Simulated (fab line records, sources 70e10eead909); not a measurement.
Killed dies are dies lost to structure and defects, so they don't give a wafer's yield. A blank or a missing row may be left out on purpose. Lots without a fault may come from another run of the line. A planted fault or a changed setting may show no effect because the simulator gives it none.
Which tool did it? | flow nand_harc | 6 lots, 18 wafers sampled, at 4 steps of a route of 1302

WHAT THE GAUGES READ, wafer by wafer
NHARC_P_M1_THK_MEAS_24: measures by xrf.
lot  | measured     | on            | thk_nm (nm)
L669 | day 8 09:52  | film_metro-01 | 157.6 155.4 156.2
L672 | day 9 17:32  | film_metro-02 | 158.3 156.9 159.5
L675 | day 10 18:47 | film_metro-01 | 398.8 405.0 397.5 398.7 404.8 398.3
L679 | day 12 11:20 | film_metro-02 | 158.2 157.1 156.5
L684 | day 14 17:46 | film_metro-01 | 155.9 156.2 157.8
L686 | day 15 15:49 | film_metro-01 | 158.5 158.3 158.0

WHICH TOOL RAN EACH LOT (tool, then ch and the chambers of the sampled wafers, then the start)
lot  | NHARC_P_M1_ETCH_28                            | NHARC_P_M1_PVD_21                       | NHARC_P_M1_CMP_23
L669 | rie_diel-09 ch 0,1,2, day 8 09:35 or earlier  | pvd_sputter-01, day 8 09:35 or earlier  | cmp-01 ch 1,2,3, day 8 09:35
L672 | rie_diel-07 ch 0,1,3, day 9 17:13 or earlier  | pvd_sputter-01, day 9 17:13 or earlier  | cmp-02 ch 0,3, day 9 17:13
L675 | rie_diel-09 ch 0,1,2, day 10 18:30 or earlier | pvd_sputter-02, day 10 18:30 or earlier | cmp-04 ch 0,1,2, day 10 18:30
L679 | rie_diel-09 ch 0,1,2, day 12 11:05 or earlier | pvd_sputter-01, day 12 11:05 or earlier | cmp-02 ch 0,2,3, day 12 11:05
L684 | rie_diel-07 ch 1,2,3, day 14 17:29 or earlier | pvd_sputter-03, day 14 17:29 or earlier | cmp-01 ch 0,1,3, day 14 17:29
L686 | rie_diel-09 ch 1,2, day 15 15:29 or earlier   | pvd_sputter-02, day 15 15:29 or earlier | cmp-04 ch 0,1, day 15 15:29
- NHARC_P_M1_ETCH_28: etches the open film in CF4/N2, target depth 30 nm, time 72.99 s.
- NHARC_P_M1_PVD_21: deposits Cu, target thk 30 nm, time 20.49 s.
- NHARC_P_M1_CMP_23: polishes, t overpolish 20 s, target thk 157.82 nm.

THE ANSWER, worked out from the rows above alone
Rule: what is usual is taken from the lots themselves. Put in order of their means at a reading, lots are off if they are a third of the lots or fewer, leave a main group of 4 or more, and stand apart from it by a gap of 3 or more times the standard deviation of the main group's means; of several such gaps the widest counts. A main group whose means are all the same, to the digits that the tables above print for the reading, isn't used. A lot without any number at a reading at which 4 lots or more have one is off too. The other lots that the step has rows for count as sound.
Off: L675, at NHARC_P_M1_THK_MEAS_24 (thk_nm). The main group: mean 157.4 nm, standard deviation 0.78.
A tool fits if, at a process step before that reading, it ran every lot that is off, and no sound lot after the first of them. The gauges at NHARC_P_M1_THK_MEAS_24 are tried like those tools. NHARC_P_M1_ETCH_28 gives no start for some lots, so the hours and the order of its lots are those of NHARC_P_M1_CMP_23. NHARC_P_M1_PVD_21 gives no start for some lots, so the hours and the order of its lots are those of NHARC_P_M1_CMP_23. None of those tried fits.

WHAT THE SIMULATOR HAD PUT IN
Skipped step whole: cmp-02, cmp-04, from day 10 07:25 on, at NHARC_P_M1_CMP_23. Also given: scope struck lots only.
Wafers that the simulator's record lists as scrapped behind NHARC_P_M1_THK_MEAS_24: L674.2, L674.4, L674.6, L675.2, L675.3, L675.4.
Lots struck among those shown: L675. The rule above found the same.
